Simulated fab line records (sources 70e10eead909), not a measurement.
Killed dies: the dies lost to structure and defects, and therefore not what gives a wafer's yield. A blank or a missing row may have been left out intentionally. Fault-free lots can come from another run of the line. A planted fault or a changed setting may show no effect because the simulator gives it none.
Check for tools in common / flow nand harc / 2 lots and 6 wafers in the sample

== REASON IT WAS OPENED ==
Flagged at NHARC_END_SORT_01: reading killed at array, on 2 of 2 lots. Fault-free wafers read 56, with a standard deviation of 19.
Rule: a lot is flagged when every wafer of it that has a number lies more than 4 standard deviations from that mean, or none has a number. The rest of the lots are taken to be sound.

lot=L212; measured=day 30 20:13; on=prober-02; killed at array, wafer by wafer=673 669 673; flag=FLAGGED
lot=L213; measured=day 30 22:01; on=prober-01; killed at array, wafer by wafer=673 668 670; flag=FLAGGED
The numbers of the flagged lots are 671 on average: +615 against the usual, or +32 standard deviations.

== EACH LOT AND THE TOOL IT RAN ON ==
4 process steps preceding the reading are held in the record, out of 1302 steps in the route. Every cell lists first the tool, next ch and the chambers used by the sampled wafers, and last the start.
lot=L212; flag=FLAGGED; NHARC_A_SLIT_ETCH_17=har etch-01 ch 1, day 26 08:19; NHARC_A_SLIT_ETCH_29=rie diel-05 ch 0,2, day 26 12:46; NHARC_A_WL_FILL_ETCHBACK_04=rie metal-03 ch 1, day 26 21:28; NHARC_A_WL_FILL_ALD_10=ald hk-01 ch 1,3, day 27 03:02
lot=L213; flag=FLAGGED; NHARC_A_SLIT_ETCH_17=har etch-02 ch 0,1, day 26 08:22; NHARC_A_SLIT_ETCH_29=rie diel-01 ch 0,2, day 26 12:55; NHARC_A_WL_FILL_ETCHBACK_04=rie metal-02 ch 0,1, day 26 21:22; NHARC_A_WL_FILL_ALD_10=ald hk-03 ch 0,1,3, day 27 03:02
These steps, and what they do:
- NHARC_A_SLIT_ETCH_17: etches the open film in C4F8/O2/Ar, time 4254.5 s, target depth 20300 nm.
- NHARC_A_SLIT_ETCH_29: etches the open film in CF4/O2, target depth 100 nm, overetch 10 nm, time 55 s.
- NHARC_A_WL_FILL_ETCHBACK_04: etches the open film in NF3, target depth 60 nm, time 120 s.
- NHARC_A_WL_FILL_ALD_10: deposits SiO2, target thk 50 nm, pulse time 10 s, ald cycles 500.
- NHARC_END_SORT_01

== FLAGGED AGAINST TOTAL, ONE TOOL AT A TIME (gauges that did the reading follow at the end) ==
step=NHARC_A_SLIT_ETCH_17; tool=har etch-01; lots run=1; flagged=1; share of the flagged lots=some; sound lots run after its first flagged lot=0
step=NHARC_A_SLIT_ETCH_17; tool=har etch-02; lots run=1; flagged=1; share of the flagged lots=some; sound lots run after its first flagged lot=0
step=NHARC_A_SLIT_ETCH_29; tool=rie diel-01; lots run=1; flagged=1; share of the flagged lots=some; sound lots run after its first flagged lot=0
step=NHARC_A_SLIT_ETCH_29; tool=rie diel-05; lots run=1; flagged=1; share of the flagged lots=some; sound lots run after its first flagged lot=0
step=NHARC_A_WL_FILL_ETCHBACK_04; tool=rie metal-02; lots run=1; flagged=1; share of the flagged lots=some; sound lots run after its first flagged lot=0
step=NHARC_A_WL_FILL_ETCHBACK_04; tool=rie metal-03; lots run=1; flagged=1; share of the flagged lots=some; sound lots run after its first flagged lot=0
step=NHARC_A_WL_FILL_ALD_10; tool=ald hk-01; lots run=1; flagged=1; share of the flagged lots=some; sound lots run after its first flagged lot=0
step=NHARC_A_WL_FILL_ALD_10; tool=ald hk-03; lots run=1; flagged=1; share of the flagged lots=some; sound lots run after its first flagged lot=0
step=NHARC_END_SORT_01; tool=prober-01; lots run=1; flagged=1; share of the flagged lots=some; sound lots run after its first flagged lot=0
step=NHARC_END_SORT_01; tool=prober-02; lots run=1; flagged=1; share of the flagged lots=some; sound lots run after its first flagged lot=0

== WHAT IS ALLOWED BY THE TABLE ==
No row of the table ran every flagged lot.

== WHAT THE SIMULATOR HAD INSERTED ==
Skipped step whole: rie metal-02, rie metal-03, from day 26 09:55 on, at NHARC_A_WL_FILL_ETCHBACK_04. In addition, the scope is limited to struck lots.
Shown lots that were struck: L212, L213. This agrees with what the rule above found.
